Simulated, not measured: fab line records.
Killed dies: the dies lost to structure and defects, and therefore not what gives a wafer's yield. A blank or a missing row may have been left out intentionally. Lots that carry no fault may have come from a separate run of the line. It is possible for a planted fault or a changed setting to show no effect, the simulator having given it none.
fab line records	flow n5_finfet
record lots=7	wafers=21
route steps=1938 shown SDB@353 HKMG_FIN@402 MOL_CONTACT_COAG@563 BEOL_M0_SAQP@636 BEOL_M0@715
start_h: the number of hours between the record's first day and the start of the first shown wafer of the lot	wait_h: hours since the lot's step before	" repeats the value in the row above	L1.1+2: a row that stands for several wafers	- value missing, or start not given	* or withheld: withheld	< > ~ a bound
route shown NAME@n: names a module that has steps shown in the file, with the first one's number in the route	usual: mean/standard deviation of fault-free wafers	same: alike in all rows	chamber/n: place in a boat	sites: the reading at each site	_std_site: standard deviation of those values	_edge_site: inner sites' mean taken away from outer sites' mean	radius_mm: how far each site lies from the wafer's centre	mask NAME#n: copy n	behind: the tool/chamber that last shaped the wafer	hold: cause of the lot's hold/its duration in hours/its outcome	device: which transistor (n, p or np) failed to switch	end of line: the same wafers' tests at the end of the route	a step with no rows: only its recipe	killed: dies that structure and defects cost at the first sort, which is not the same as the wafer's yield	map: a wafer's dies, x killed, . not, _ none there
set.NAME: the run value of the setting; set.NAME@STEP: its run value at that earlier step	model.NAME: the simulator's own value behind a step, which no gauge read
one table per step and one row per wafer, for lots whose settings were changed on purpose
## steps
# step N5_SDB_EXPOSE_08
# recipe mask_id=SDB	na=1.35	source_shape=conventional	sigma_outer=0.5	polarization=unpolarized	dose_mj=49.6
lot.wafer	tool	chamber	start_h	wait_h	mask	set.dose_mj
L076.1+6	arfi_scanner-02	0	79.00	-	SDB#0	51.23
L076.3	"	0	"	"	SDB#0	49.6
L082.2+4	arfi_scanner-01	0	118.11	-	SDB#0	51.82
L082.5	"	0	"	"	SDB#0	49.6
L088.1+3+4	arfi_scanner-02	0	150.06	-	SDB#0	49.6
L090.1	arfi_scanner-03	0	161.08	-	SDB#0	49.6
L090.2+3	"	0	"	"	SDB#0	48.07
L091.3+4+6	arfi_scanner-03	0	169.39	-	SDB#0	52.93
L092.1+3	arfi_scanner-01	0	173.38	-	SDB#0	49.6
L092.4	"	0	"	"	SDB#0	47.82
L096.2+3+5	arfi_scanner-02	0	198.67	-	SDB#0	49.6
# step N5_SDB_PEB_09
# recipe peb_temp_c=withheld	peb_time_s=60	resist=CAR-ArF
# step N5_SDB_DEVELOP_10
# recipe develop_time_s=30	developer=TMAH	resist=CAR-ArF	rinse_liquid=diw	dry=air_spin	dev_temp_c=23
# step N5_SDB_CD_MEAS_11
# recipe target_cd_nm=50	landing_energy_ev=500	detector=se_inlens	polarity=opening
# usual cd_nm=49.6/1.3
lot.wafer	tool	chamber	start_h	wait_h	set.dose_mj@SDB_EXPOSE_08	cd_nm
L076.1	cd_sem-01	0	79.12	-	51.23	54.2
L076.3	"	0	"	"	49.6	49.7
L076.6	"	0	"	"	51.23	53.5
L082.2	cd_sem-02	0	118.24	-	51.82	53.8
L082.4	"	0	"	"	51.82	53.6
L082.5	"	0	"	"	49.6	47.9
L088.1	cd_sem-03	0	150.19	-	49.6	46.9
L088.3	"	0	"	"	49.6	50.6
L088.4	"	0	"	"	49.6	49.0
L090.1	cd_sem-03	0	161.20	-	49.6	50.2
L090.2	"	0	"	"	48.07	47.3
L090.3	"	0	"	"	48.07	45.9
L091.3	cd_sem-01	0	169.51	-	52.93	56.7
L091.4	"	0	"	"	52.93	57.3
L091.6	"	0	"	"	52.93	57.7
L092.1	cd_sem-03	0	173.51	-	49.6	49.5
L092.3	"	0	"	"	49.6	49.6
L092.4	"	0	"	"	47.82	45.1
L096.2	cd_sem-03	0	198.79	-	49.6	48.8
L096.3	"	0	"	"	49.6	49.5
L096.5	"	0	"	"	49.6	49.7
# step N5_HKMG_FIN_ETCH_54
# recipe chemistry=CF4	target=SiARC	target_depth_a=455	mask_material=CAR-ArF	time_s=75.8	ion_energy_ev=80	pressure_mtorr=40	source_w=545	bias_w=36	Ar_flow_sccm=100	cf4_flow_sccm=100	ends=cleared
# usual etch_rf_on_time_s=75.4/1.3	rf_vpp_V=184.3/0.97
lot.wafer	tool	chamber	start_h	wait_h	set.source_w	etch_rf_on_time_s	rf_vpp_V
L076.1	rie_diel-03	1	85.32	0.0	545	77.0	185.1
L076.3	"	0	"	"	545	75.1	186.1
L076.6	"	2	"	"	601.2	67.5	178.1
L082.2	rie_diel-01	2	123.83	0.0	545	75.4	183.1
L082.4	"	0	"	"	612.2	68.3	177.2
L082.5	"	2	"	"	612.2	67.6	176.9
L088.1	rie_diel-03	3	156.47	0.0	545	76.1	184.2
L088.3	"	2	"	"	545	74.7	183.7
L088.4	"	0	"	"	545	75.5	184.1
L090.1	rie_diel-03	0	166.95	0.0	545	76.2	185.8
L090.2	"	2	"	"	545	74.1	184.4
L090.3	"	3	"	"	545	76.9	184.3
L091.3	rie_diel-04	1	175.01	0.0	545	75.0	184.5
L091.4	"	0	"	"	545	77.2	183.7
L091.6	"	0	"	"	545	77.3	183.1
L092.1	rie_diel-04	0	179.53	0.0	595	72.2	178.7
L092.3	"	3	"	"	545	76.1	183.4
L092.4	"	1	"	"	595	70.1	178.4
L096.2	rie_diel-04	0	204.67	0.0	470	87.7	194.3
L096.3	"	3	"	"	470	85.4	193.9
L096.5	"	3	"	"	545	74.9	184.1
# step N5_MOL_CONTACT_COAG_PECVD_31
# recipe material=SiO2	target_thk_a=460	temp_c=400	precursor=TEOS/O2	pressure_torr=6.5	rf_w=withheld	teos_flow_sccm=withheld	gas=O2	flow_sccm=2650	time_s=8.9
lot.wafer	tool	chamber	start_h	wait_h	set.temp_c	model.SiO2_of_MOL_CONTACT_COAG_PECVD_31.thk_nm
L076.1	pecvd-04	0	113.72	0.3	408.8	43
L076.3	"	2	"	"	400	46.2
L076.6	"	1	"	"	408.8	44.8
L082.2	pecvd-04	0	149.94	0.3	400	46.4
L082.4	"	1	"	"	400	46.8
L082.5	"	0	"	"	400	47.2
L088.1	pecvd-01	1	181.42	0.3	400	46.6
L088.3	"	2	"	"	400	45.4
L088.4	"	0	"	"	400	46.2
L090.1	pecvd-01	2	194.65	0.3	387.6	48.4
L090.2	"	0	"	"	400	46
L090.3	"	1	"	"	387.6	49.4
L091.3	pecvd-02	2	199.87	0.3	405.6	44.8
L091.4	"	1	"	"	400	47.2
L091.6	"	2	"	"	405.6	45.6
L092.1	pecvd-02	1	208.76	0.3	400	45.6
L092.3	"	0	"	"	400	45.8
L092.4	"	0	"	"	400	46.8
L096.2	pecvd-04	2	232.30	0.3	392.4	48
L096.3	"	1	"	"	400	46.2
L096.5	"	1	"	"	392.4	48.8
# step N5_MOL_CONTACT_COAG_COAT_76
# recipe resist=SiARC	temp_c=220	time_s=60	spin_rpm=1500	resist_thk_nm=10
lot.wafer	tool	chamber	start_h	wait_h	set.spin_rpm	model.SiARC_of_MOL_CONTACT_COAG_COAT_76.thk_nm
L076.1+3	litho_track-02	0	-	-	1500	10
L076.6	"	0	"	"	1446	10.2
L082.2	litho_track-04	0	-	-	1601	9.6
L082.4+5	"	0	"	"	1500	10
L088.1+3+4	litho_track-02	0	-	-	1500	10
L090.1+2	litho_track-02	0	-	-	1500	10
L090.3	"	0	"	"	1343	10.6
L091.3+4+6	litho_track-02	0	-	-	1500	10
L092.1+3	litho_track-05	0	-	-	1500	10
L092.4	"	0	"	"	1390	10.4
L096.2+3+5	litho_track-05	0	-	-	1500	10
# step N5_MOL_CONTACT_COAG_COAT_77
# recipe resist=underlayer	temp_c=205	time_s=60	spin_rpm=1500	resist_thk_nm=10
# step N5_MOL_CONTACT_COAG_COAT_78
# recipe resist=CAR-EUV	spin_rpm=1500	resist_thk_nm=40
# step N5_MOL_CONTACT_COAG_DESCUM_88
# recipe chemistry=O2	time_s=7	source_power_w=50	bias_power_w=20	pressure_mtorr=20	rf_frequency_hz=2.712e+07	temp_c=40	resist=CAR-EUV	o2_flow_sccm=225
# step N5_MOL_CONTACT_COAG_ETCH_89
# recipe chemistry=N2/H2	target=underlayer	target_depth_a=130	mask_material=CAR-EUV	time_s=10.4	ion_energy_ev=200	pressure_mtorr=30	source_w=840	bias_w=150	n2_flow_sccm=200	h2_flow_sccm=200	ends=cleared
# step N5_MOL_CONTACT_COAG_ETCH_90
# recipe chemistry=CF4	target=SiARC	target_depth_a=130	mask_material=CAR-EUV	time_s=21.7	ion_energy_ev=80	pressure_mtorr=40	source_w=545	bias_w=36	Ar_flow_sccm=100	cf4_flow_sccm=100	ends=cleared
lot.wafer	tool	chamber	start_h	wait_h	set.spin_rpm@MOL_CONTACT_COAG_COAT_76	model.etch.depth_nm
L076.1	rie_diel-03	0	114.24	0.0	1500	10.01
L076.3	"	2	"	"	1500	9.956
L076.6	"	1	"	"	1446	10.18
L082.2	rie_diel-04	3	150.62	0.0	1601	9.689
L082.4	"	0	"	"	1500	10.02
L082.5	"	3	"	"	1500	9.974
L088.1	rie_diel-03	2	181.94	0.0	1500	9.963
L088.3	"	1	"	"	1500	10
L088.4	"	1	"	"	1500	10.01
L090.1	rie_diel-04	3	195.59	0.0	1500	9.977
L090.2	"	2	"	"	1500	9.982
L090.3	"	0	"	"	1343	10.58
L091.3	rie_diel-04	3	200.53	0.0	1500	9.963
L091.4	"	1	"	"	1500	9.957
L091.6	"	1	"	"	1500	9.937
L092.1	rie_diel-01	1	209.27	0.0	1500	9.955
L092.3	"	0	"	"	1500	9.981
L092.4	"	3	"	"	1390	10.34
L096.2	rie_diel-03	0	232.97	0.0	1500	10.01
L096.3	"	1	"	"	1500	9.984
L096.5	"	3	"	"	1500	9.993
# step N5_MOL_CONTACT_COAG_ALD_131
# recipe material=SiO2	target_thk_a=50	temp_c=100	ald_precursor_family=BDEAS	ald_co_reactant=O2-plasma	pulse_time_s=1	co_reactant_pulse_time_s=1	purge_time_s=2	co_reactant_purge_time_s=2	ald_cycles=35	pressure_torr=2
# step N5_MOL_CONTACT_COAG_ETCHBACK_132
# recipe chemistry=CHF3	target=SiO2	target_depth_a=100	time_s=6.7	ion_energy_ev=200	pressure_mtorr=30	source_w=610	bias_w=170	Ar_flow_sccm=200	CHF3_flow_sccm=50
# step N5_MOL_CONTACT_COAG_ETCH_91
# recipe chemistry=N2/H2	target=SOC	target_depth_a=600	overetch_a=210	mask_material=SiARC	temp_c=40	time_s=101.2	ion_energy_ev=200	pressure_mtorr=30	source_w=840	bias_w=150	n2_flow_sccm=200	h2_flow_sccm=200
lot.wafer	tool	chamber	start_h	wait_h	set.spin_rpm@MOL_CONTACT_COAG_COAT_76	model.SiARC_of_MOL_CONTACT_COAG_COAT_76.thk_nm
L076.1	rie_diel-01	2	114.72	0.0	1500	5.8
L076.3	"	1	"	"	1500	5.6
L076.6	"	3	"	"	1446	6
L082.2	rie_diel-01	0	151.04	0.0	1601	5.6
L082.4+5	"	2	"	"	1500	5.8
L088.1+4	rie_diel-01	2,1	182.23	0.0	1500	5.8
L088.3	"	0	"	"	1500	6
L090.1+2	rie_diel-04	2,3	195.95	0.0	1500	5.8
L090.3	"	1	"	"	1343	6.4
L091.3+4	rie_diel-04	1,2	200.82	0.0	1500	5.6
L091.6	"	2	"	"	1500	5.8
L092.1+3	rie_diel-03	2,3	209.58	0.0	1500	5.8
L092.4	"	0	"	"	1390	6.2
L096.2	rie_diel-03	1	233.27	0.0	1500	6
L096.3+5	"	2,3	"	"	1500	5.8
# step N5_MOL_CONTACT_COAG_STRIP_92
# recipe chemistry=N2/H2	temp_c=40	n2_flow_sccm=200	h2_flow_sccm=200	rf_frequency_hz=6e+07
# step N5_MOL_CONTACT_COAG_STRIP_93
# recipe chemistry=N2/H2	temp_c=40	n2_flow_sccm=200	h2_flow_sccm=200	rf_frequency_hz=6e+07
# step N5_MOL_CONTACT_COAG_ETCHBACK_135
# recipe chemistry=CHF3	target=SiO2	target_depth_a=250	time_s=16.7	ion_energy_ev=200	pressure_mtorr=30	source_w=610	bias_w=170	Ar_flow_sccm=200	CHF3_flow_sccm=50
# step N5_MOL_CONTACT_COAG_STRIP_118
# recipe chemistry=CHF3	resist=SiARC	rf_frequency_hz=6e+07
# step N5_MOL_CONTACT_COAG_VIA_ETCH_46
# recipe chemistry=C4F6/O2	target_depth_a=460	overetch_a=92	mask_material=SOC	target=SiO2	bias_w=455	pressure_mtorr=10	time_s=40	source_w=325	Ar_flow_sccm=300	C4F6_flow_sccm=10	O2_flow_sccm=10	ion_energy_ev=575.3	ends=end_point
lot.wafer	tool	chamber	start_h	wait_h	set.temp_c@MOL_CONTACT_COAG_PECVD_31	model.etch.depth_nm
L076.1	rie_diel-01	2	114.85	0.0	408.8	43.07
L076.3	"	1	"	"	400	46.27
L076.6	"	3	"	"	408.8	44.73
L082.2	rie_diel-01	0	151.16	0.0	400	46.46
L082.4	"	2	"	"	400	46.79
L082.5	"	2	"	"	400	47.27
L088.1	rie_diel-01	2	182.35	0.0	400	46.52
L088.3	"	0	"	"	400	45.35
L088.4	"	1	"	"	400	46.2
L090.1	rie_diel-04	2	196.08	0.0	387.6	48.42
L090.2	"	3	"	"	400	46.01
L090.3	"	1	"	"	387.6	49.43
L091.3	rie_diel-04	1	200.95	0.0	405.6	44.84
L091.4	"	2	"	"	400	47.13
L091.6	"	2	"	"	405.6	45.69
L092.1	rie_diel-03	2	209.71	0.0	400	45.59
L092.3	"	3	"	"	400	45.71
L092.4	"	0	"	"	400	46.8
L096.2	rie_diel-03	1	233.39	0.0	392.4	47.96
L096.3	"	2	"	"	400	46.12
L096.5	"	3	"	"	392.4	48.78
# step N5_MOL_CONTACT_COAG_CVD_140
# recipe material=W	target_thk_a=665	mode=selective_fill	temp_c=300	time_s=215
lot.wafer	tool	chamber	start_h	wait_h	set.target_thk_a	model.W_of_MOL_CONTACT_COAG_CVD_140.thk_nm
L076.1	cvd_w-02	0	117.04	0.1	665	66.4
L076.3	"	0	"	"	665	67
L076.6	"	1	"	"	665	66.6
L082.2	cvd_w-01	0	153.24	0.1	600.8	60.2
L082.4	"	0	"	"	600.8	59.2
L082.5	"	1	"	"	600.8	60.8
L088.1	cvd_w-01	1	184.21	0.1	665	65
L088.3	"	1	"	"	665	65.8
L088.4	"	0	"	"	665	66
L090.1	cvd_w-01	0	198.13	0.1	624.4	62
L090.2	"	1	"	"	665	66.4
L090.3	"	0	"	"	624.4	61.8
L091.3	cvd_w-01	0	202.89	0.1	635.1	63
L091.4	"	1	"	"	665	65.8
L091.6	"	1	"	"	665	66.4
L092.1	cvd_w-01	1	211.56	0.1	665	66.2
L092.3	"	1	"	"	718.6	71
L092.4	"	0	"	"	665	65.2
L096.2+3	cvd_w-02	0	235.29	0.1	665	67.4
L096.5	"	1	"	"	665	67
# step N5_BEOL_M0_SAQP_PECVD_96
# recipe material=a-Si	target_thk_a=450	temp_c=350	precursor=SiH4/He	pressure_torr=3	rf_w=100	time_s=45.2
lot.wafer	tool	chamber	start_h	wait_h	set.time_s	model.a-Si_of_BEOL_M0_SAQP_PECVD_96.thk_nm
L076.1	pecvd-03	2	121.94	0.0	45.2	44
L076.3	"	1	"	"	45.2	43
L076.6	"	0	"	"	45.2	45.4
L082.2	pecvd-04	1	158.09	0.0	45.2	45.2
L082.4+5	"	0,1	"	"	45.2	45.6
L088.1	pecvd-04	0	191.76	0.0	45.2	44.4
L088.3	"	2	"	"	45.2	43.8
L088.4	"	0	"	"	45.2	45.6
L090.1	pecvd-02	0	205.59	0.0	50.46	49.6
L090.2	"	1	"	"	45.2	45.4
L090.3	"	2	"	"	45.2	45.2
L091.3	pecvd-04	0	207.87	0.0	49.48	49
L091.4	"	2	"	"	45.2	45.4
L091.6	"	1	"	"	49.48	50
L092.1	pecvd-04	1	215.79	0.0	45.2	45.2
L092.3	"	2	"	"	40.44	40
L092.4	"	0	"	"	40.44	40.8
L096.2	pecvd-04	1	239.83	0.0	45.2	44.6
L096.3	"	2	"	"	45.2	44.4
L096.5	"	2	"	"	49.92	50.2
# step N5_BEOL_M0_SAQP_PECVD_97
# recipe material=SiNx	target_thk_a=230	temp_c=350	precursor=SiH4/NH3/N2	pressure_torr=1.5	rf_w=300	time_s=19.9
# step N5_BEOL_M0_SAQP_PECVD_04
# recipe material=a-Si	target_thk_a=600	temp_c=350	precursor=SiH4/He	pressure_torr=3	rf_w=100	time_s=60.2
# step N5_BEOL_M0_SAQP_ETCH_101
# recipe chemistry=CH3F/O2	target=SiNx	mask_material=SiO2	target_depth_a=299	time_s=42.7	pressure_mtorr=30	source_w=395	bias_w=73	Ar_flow_sccm=150	CH3F_flow_sccm=30	O2_flow_sccm=20	ion_energy_ev=120
# step N5_BEOL_M0_SAQP_ETCH_102
# recipe chemistry=CF4	target=SiO2	target_depth_a=40	ion_energy_ev=350	time_s=4.4	pressure_mtorr=10	icp_w=800	bias_w=400	cf4_flow_sccm=80
# step N5_BEOL_M0_SAQP_MANDREL_ETCH_103
# recipe chemistry=HBr/Cl2	target=a-Si	target_depth_a=450	bt_time_s=10	stop_on=SiCN	mask_material=SiO2	over_etch_frac=0.8	time_s=27	pressure_mtorr=10	icp_w=800	bias_w=75	HBr_flow_sccm=150	Cl2_flow_sccm=80	ends=end_point
lot.wafer	tool	chamber	start_h	wait_h	set.time_s@BEOL_M0_SAQP_PECVD_96	model.etch.depth_nm
L076.1	rie_si-04	0	124.50	0.0	45.2	44.03
L076.3	"	3	"	"	45.2	43.08
L076.6	"	2	"	"	45.2	45.47
L082.2	rie_si-05	3	160.61	0.0	45.2	45.17
L082.4	"	1	"	"	45.2	45.6
L082.5	"	3	"	"	45.2	45.66
L088.1	rie_si-05	2	194.42	0.0	45.2	44.41
L088.3	"	3	"	"	45.2	43.74
L088.4	"	1	"	"	45.2	45.63
L090.1	rie_si-04	3	208.30	0.0	50.46	49.54
L090.2	"	0	"	"	45.2	45.37
L090.3	"	1	"	"	45.2	45.11
L091.3	rie_si-06	2	210.64	0.0	49.48	49.08
L091.4	"	0	"	"	45.2	45.3
L091.6	"	1	"	"	49.48	49.99
L092.1	rie_si-05	2	218.28	0.0	45.2	45.19
L092.3	"	0	"	"	40.44	39.97
L092.4	"	2	"	"	40.44	40.74
L096.2	rie_si-05	1	242.81	0.0	45.2	44.68
L096.3	"	0	"	"	45.2	44.47
L096.5	"	3	"	"	49.92	50.25
# step N5_BEOL_M0_SAQP_RECESS_104
# recipe chemistry=HF/NH3	target=SiO2	target_depth_a=180	afs_cycles=3	temp_c=30	sublimation_temp_c=180	sublimation_time_s=60
# step N5_BEOL_M0_SAQP_COAT_105
# recipe resist=SOC	temp_c=250	time_s=60	spin_rpm=1500	resist_thk_nm=100
# step N5_BEOL_M0_SAQP_STRIP_108
# recipe chemistry=N2/H2	power_w=500	temp_c=40	pressure_mtorr=50	rf_frequency_hz=6e+07	overash_fraction=0.3	bias_power_w=28	h2_frac=0.5	n2_flow_sccm=300	h2_flow_sccm=300
# step N5_BEOL_M0_SAQP_RECESS_109
# recipe chemistry=HF/NH3	target=SiO2	target_depth_a=30	afs_cycles=1	temp_c=30	sublimation_temp_c=180	sublimation_time_s=60
# step N5_BEOL_M0_SAQP_SPACER2_ALD_26
# recipe material=SiO2	target_thk_a=150	temp_c=300	ald_precursor_family=BDEAS	ald_co_reactant=O2-plasma	pulse_time_s=1	purge_time_s=2	co_reactant_purge_time_s=2	pressure_torr=2
lot.wafer	tool	chamber	start_h	wait_h	set.time_s@BEOL_M0_SAQP_PECVD_96	model.a-Si_of_BEOL_M0_SAQP_PECVD_96.thk_nm
L076.1	ald_sin-02	0	125.44	0.1	45.2	43.2
L076.3	"	2	"	"	45.2	42.4
L076.6	"	3	"	"	45.2	44.8
L082.2	ald_sin-01	1	161.44	0.1	45.2	44.4
L082.4	"	0	"	"	45.2	44.8
L082.5	"	2	"	"	45.2	45
L088.1	ald_sin-01	3	195.25	0.1	45.2	43.6
L088.3	"	1	"	"	45.2	43
L088.4	"	2	"	"	45.2	44.8
L090.1	ald_sin-01	3	209.41	0.2	50.46	48.8
L090.2	"	0	"	"	45.2	44.6
L090.3	"	2	"	"	45.2	44.4
L091.3	ald_sin-01	1	211.47	0.1	49.48	48.4
L091.4	"	2	"	"	45.2	44.6
L091.6	"	3	"	"	49.48	49.2
L092.1	ald_sin-01	0	219.21	0.1	45.2	44.4
L092.3	"	1	"	"	40.44	39.2
L092.4	"	2	"	"	40.44	40
L096.2	ald_sin-01	3	243.64	0.1	45.2	44
L096.3	"	2	"	"	45.2	43.8
L096.5	"	2	"	"	49.92	49.4
# step N5_BEOL_M0_ETCH_138
# recipe chemistry=CH3F/O2	target_depth_a=120	target=SiCN	time_s=31.6	ion_energy_ev=120	pressure_mtorr=30	source_w=395	bias_w=75	Ar_flow_sccm=150	CH3F_flow_sccm=30	O2_flow_sccm=20	ends=cleared
# usual rf_vpp_V=297.9/1.5
lot.wafer	tool	chamber	start_h	wait_h	set.source_w	rf_vpp_V
L076.1	rie_diel-03	0	128.24	0.0	395	298.9
L076.3	"	1	"	"	395	296.8
L076.6	"	3	"	"	395	299.6
L082.2	rie_diel-04	3	164.51	0.0	395	298.9
L082.4	"	3	"	"	448.8	286.1
L082.5	"	0	"	"	395	295.9
L088.1	rie_diel-03	0	198.40	0.0	395	299.3
L088.3	"	2	"	"	395	297.0
L088.4	"	1	"	"	395	297.2
L090.1	rie_diel-04	1	212.57	0.0	395	298.1
L090.2	"	0	"	"	395	297.3
L090.3	"	3	"	"	395	299.8
L091.3	rie_diel-03	1	214.88	0.0	395	297.8
L091.4	"	3	"	"	374.4	304.1
L091.6	"	3	"	"	374.4	303.6
L092.1	rie_diel-04	3	222.62	0.0	426.7	292.1
L092.3	"	0	"	"	426.7	289.7
L092.4	"	0	"	"	426.7	290.8
L096.2	rie_diel-01	0	246.92	0.0	427.5	288.4
L096.3	"	2	"	"	395	296.3
L096.5	"	3	"	"	427.5	293.7
# step N5_BEOL_M0_ETCH_128
# recipe chemistry=CF4/N2	target_depth_a=120	overetch_a=51	target=SiCN	time_s=21.4	ion_energy_ev=150	pressure_mtorr=40	source_w=430	bias_w=70	Ar_flow_sccm=100	cf4_flow_sccm=60	n2_flow_sccm=60
# usual rf_vpp_V=382.8/1.7
lot.wafer	tool	chamber	start_h	wait_h	set.source_w	rf_vpp_V
L076.1	rie_diel-03	1	129.70	0.3	430	381.8
L076.3	"	2	"	"	430	382.6
L076.6	"	3	"	"	430	383.6
L082.2	rie_diel-04	0	167.46	0.0	430	382.7
L082.4	"	2	"	"	396.4	391.5
L082.5	"	3	"	"	396.4	394.7
L088.1	rie_diel-04	1	202.20	0.0	430	382.4
L088.3	"	0	"	"	430	382.2
L088.4	"	2	"	"	430	382.4
L090.1	rie_diel-03	0	214.04	0.7	379.8	401.4
L090.2	"	2	"	"	379.8	398.3
L090.3	"	1	"	"	430	381.6
L091.3	rie_diel-04	3	215.58	0.2	430	384.9
L091.4	"	1	"	"	430	381.9
L091.6	"	3	"	"	430	383.2
L092.1	rie_diel-01	2	223.90	0.0	430	380.6
L092.3	"	0	"	"	430	382.4
L092.4	"	2	"	"	430	379.2
L096.2	rie_diel-01	0	251.96	0.0	405.3	390.5
L096.3	"	3	"	"	430	385.9
L096.5	"	2	"	"	405.3	387.2
## key
split step=N5_SDB_EXPOSE_08	setting=dose_mj	stated=49.6	by=wafer
response step=N5_SDB_CD_MEAS_11	reading=cd_nm	change=+1.26	per=1%	r=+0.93
split step=N5_HKMG_FIN_ETCH_54	setting=source_w	stated=545	by=wafer
response step=N5_HKMG_FIN_ETCH_54	reading=etch_rf_on_time_s	change=*	per=1%	r=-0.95
response step=N5_HKMG_FIN_ETCH_54	reading=rf_vpp_V	change=-0.628	per=1%	r=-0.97
split step=N5_MOL_CONTACT_COAG_PECVD_31	setting=temp_c	stated=400	by=wafer
response step=N5_MOL_CONTACT_COAG_PECVD_31	reading=model.SiO2_of_MOL_CONTACT_COAG_PECVD_31.thk_nm	change=-1.05	per=1%	r=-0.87
response step=N5_MOL_CONTACT_COAG_VIA_ETCH_46	reading=model.etch.depth_nm	change=-1.06	per=1%	r=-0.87
split step=N5_MOL_CONTACT_COAG_COAT_76	setting=spin_rpm	stated=1500	by=wafer
response step=N5_MOL_CONTACT_COAG_COAT_76	reading=model.SiARC_of_MOL_CONTACT_COAG_COAT_76.thk_nm	change=-0.057	per=1%	r=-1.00
response step=N5_MOL_CONTACT_COAG_ETCH_90	reading=model.etch.depth_nm	change=-0.0531	per=1%	r=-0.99
response step=N5_MOL_CONTACT_COAG_ETCH_91	reading=model.SiARC_of_MOL_CONTACT_COAG_COAT_76.thk_nm	change=-0.0525	per=1%	r=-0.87
split step=N5_MOL_CONTACT_COAG_CVD_140	setting=target_thk_a	stated=665	by=wafer
response step=N5_MOL_CONTACT_COAG_CVD_140	reading=model.W_of_MOL_CONTACT_COAG_CVD_140.thk_nm	change=+0.687	per=1%	r=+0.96
split step=N5_BEOL_M0_SAQP_PECVD_96	setting=time_s	stated=45.2	by=wafer
response step=N5_BEOL_M0_SAQP_PECVD_96	reading=model.a-Si_of_BEOL_M0_SAQP_PECVD_96.thk_nm	change=+0.447	per=1%	r=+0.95
response step=N5_BEOL_M0_SAQP_MANDREL_ETCH_103	reading=model.etch.depth_nm	change=+0.45	per=1%	r=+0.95
response step=N5_BEOL_M0_SAQP_SPACER2_ALD_26	reading=model.a-Si_of_BEOL_M0_SAQP_PECVD_96.thk_nm	change=+0.444	per=1%	r=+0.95
split step=N5_BEOL_M0_ETCH_138	setting=source_w	stated=395	by=wafer
response step=N5_BEOL_M0_ETCH_138	reading=rf_vpp_V	change=-0.818	per=1%	r=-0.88
split step=N5_BEOL_M0_ETCH_128	setting=source_w	stated=430	by=wafer
response step=N5_BEOL_M0_ETCH_128	reading=rf_vpp_V	change=-1.35	per=1%	r=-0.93
